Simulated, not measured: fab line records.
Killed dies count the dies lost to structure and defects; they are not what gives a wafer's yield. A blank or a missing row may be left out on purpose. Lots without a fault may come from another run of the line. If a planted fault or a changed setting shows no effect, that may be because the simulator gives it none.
Problem report in the 8D (eight disciplines) form, filled by code    flow nand-harc    the parts of the form that need people (team, actions taken, sign-off) are left out

1. WHAT IS WRONG
Wafers without a fault read 34.5 s, standard deviation 0.31; run-length-s at NHARC_A_WL_FILL_ETCHBACK_26 reads a mean of 31.0 s on 5 wafers belonging to 3 lots. Relative to the usual mean, that is a shift of -11 standard deviations.
The step: etches the open film in HBr, target depth 52 nm, time 13.3 s.
First observed at day 18 08:58: wafer L904.6, on rie-si-02. At this step, 39 wafers from 13 lots have a number in the record. Rule for "out" (also "out of limits"): further than 4 standard deviations from the usual mean. Any other wafer with a number is counted as sound.

2. WHAT IT IS, AND WHAT IT ISN'T
question                     is                                      is not
which readings at this step  run-length-s                            drypump-motor-current-A, throttle-valve-pct
which lots                   L903, L904, L906                        L894, L896, L897, L898, L899, L900, L912, L914, L915, L916
which wafers of those lots   L903.1, L903.6, L904.6, L906.1, L906.6  L903.3, L904.3, L904.4, L906.3
read on which tools          rie-si-02                               rie-si-01, rie-si-05
when                         from day 18 08:58                       up to then (20 sound wafers); but 14 sound wafers of L903, L906, L912, L914, L915, L916 came after

3. SUSPECTS, AND WHAT RULES EACH OUT
Counting: any tool at a process step up to the reading remains a suspect provided it ran every lot that is out. Sound lots after the first of them don't rule it out here, since some wafers of a struck lot are sound.
- rie-si-02 at NHARC_A_WL_FILL_ETCHBACK_26 (etches the open film in HBr, target depth 52 nm, time 13.3 s): kept. It ran every lot that is out, first L904 (day 18 08:58); its last sound lot up to then is L900 (day 17 13:55). On those wafers its own readings are out: run-length-s.
After counting, what remains is rie-si-02 at NHARC_A_WL_FILL_ETCHBACK_26.

4. THE CAUSE (what the simulator had put in)
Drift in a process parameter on rie-si-02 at NHARC_A_WL_FILL_ETCHBACK_26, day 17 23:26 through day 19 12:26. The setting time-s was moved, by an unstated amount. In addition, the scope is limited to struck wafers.
The count eliminated every tool but this one.

5. SEQUENCE OF EFFECTS, ordered by route
Each row: a reading whose mean over the struck wafers that have a number lies more than 3 standard deviations from the usual. Only readings for which the record gives a usual standard deviation are gone through. hours: the time from each lot's start at the first step in this table that gives one to its start at this step, as a median over the lots. sigmas: the change in usual standard deviations.
hours  step                         reading       usual   on struck wafers  change  sigmas
0      NHARC_A_WL_FILL_ETCHBACK_26  run-length-s  34.5 s  31.0              -3.5    -11
Process steps it contains:
- NHARC_A_WL_FILL_ETCHBACK_26: etches the open film in HBr, target depth 52 nm, time 13.3 s.
Later measuring or inspecting steps at which every struck wafer that the step has a row for has a number for every such reading, and none has moved that far: NHARC_A_WL_FILL_INSPECT_15.

6. WHAT WOULD HAVE CAUGHT IT SOONER
First out-of-limits reading in this record: day 18 08:58, which is 10 hours after fault onset at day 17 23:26.
